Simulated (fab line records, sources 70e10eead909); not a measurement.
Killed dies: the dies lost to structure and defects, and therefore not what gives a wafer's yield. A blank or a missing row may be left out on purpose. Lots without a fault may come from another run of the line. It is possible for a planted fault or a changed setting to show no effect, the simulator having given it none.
8D (eight disciplines) problem report, filled in by code ; flow nand_harc ; the parts of the form that need people (team, actions taken, sign-off) are left out

1. THE ISSUE
Wafers without a fault read 1001 nm, standard deviation 8.6; thk_nm at NHARC_A_ONON_D1_THK_MEAS_21 reads a mean of 935 nm on 2 wafers belonging to 2 lots. That puts it -7.7 standard deviations away from the usual mean.
The step: measures by ellipsometry.
The first sign was on wafer L269.3 at day 14 14:34, on film_metro-01. At this step, 42 wafers from 14 lots have a number in the record. Rule for "out", or "out of limits": more than 4 standard deviations from the usual mean. Any other wafer with a number is counted as sound.

2. WHAT IT IS AND WHAT IT IS NOT
question;is;is not
which readings at this step;thk_nm;-
which lots;L269, L270;L254, L255, L257, L258, L259, L260, L261, L262, L264, L265, L275, L277
which wafers of those lots;L269.3, L270.5;L269.1, L269.4, L270.4, L270.6
read on which gauges;film_metro-01;film_metro-02
when;from day 14 14:34;"up to then (32 sound wafers); but 8 sound wafers of L270, L275, L277 came after"

3. SUSPECTS, AND WHAT RULES EACH OUT
Counting: if a tool at a process step up to the reading ran every lot that is out, it stays a suspect. Sound lots after the first of them don't rule it out here, since some wafers of a struck lot are sound.
- the gauge at NHARC_A_ONON_D1_THK_MEAS_21: kept. All the wafers that are out were read on film_metro-01, and no step on other tools shows them out.
- rtp_anneal-02 at NHARC_A_ZERO_WELL_RTA_16 (time 10 s): kept. It processed each lot that is out (first: L269, day 13 06:33); up to then, its last sound lot is L265 (day 11 10:04).
- pecvd_onon-04 at NHARC_A_ONON_D1_DEP_19 (target thk 1000 nm): kept. It processed each lot that is out (first: L269, day 14 14:04); up to then, its last sound lot is L264 (day 12 15:02).
Left after counting: rtp_anneal-02 at NHARC_A_ZERO_WELL_RTA_16, pecvd_onon-04 at NHARC_A_ONON_D1_DEP_19, film_metro-01 at NHARC_A_ONON_D1_THK_MEAS_21.

4. THE CAUSE (what the simulator had put in)
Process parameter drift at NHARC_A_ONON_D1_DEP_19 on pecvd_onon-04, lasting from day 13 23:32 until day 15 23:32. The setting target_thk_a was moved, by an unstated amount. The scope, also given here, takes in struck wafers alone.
This tool is one of the 3 suspects left after counting.

5. THE EFFECT CHAIN, in route order
Each row: a reading where the mean over the struck wafers with a number is more than 3 standard deviations away from the usual. Only readings whose record carries a usual standard deviation are examined. hours: median over the lots of the time between each lot's start at the first step of this table that gives one and its start at this step. sigmas: the change, counted in usual standard deviations.
hours;step;reading;usual;on struck wafers;change;sigmas
0;NHARC_A_ONON_D1_THK_MEAS_21;thk_nm;1001 nm;935;-66;-7.7

6. HOW IT WOULD HAVE BEEN CAUGHT EARLIER
Counted from the fault's start at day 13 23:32, it took 15 hours until the first out-of-limits reading at a measuring or inspecting step in this record, taken at day 14 14:34.
Tool readings at NHARC_A_ONON_D1_DEP_19 with a usual standard deviation given in the record: none out on any struck wafer, hence no alarm at a limit of 4 standard deviations on them.
L270, from the lots that are out (2), started NHARC_A_ONON_D1_DEP_19 on pecvd_onon-04 later than day 14 14:34. Had the tool been put on hold then, it would have been spared.
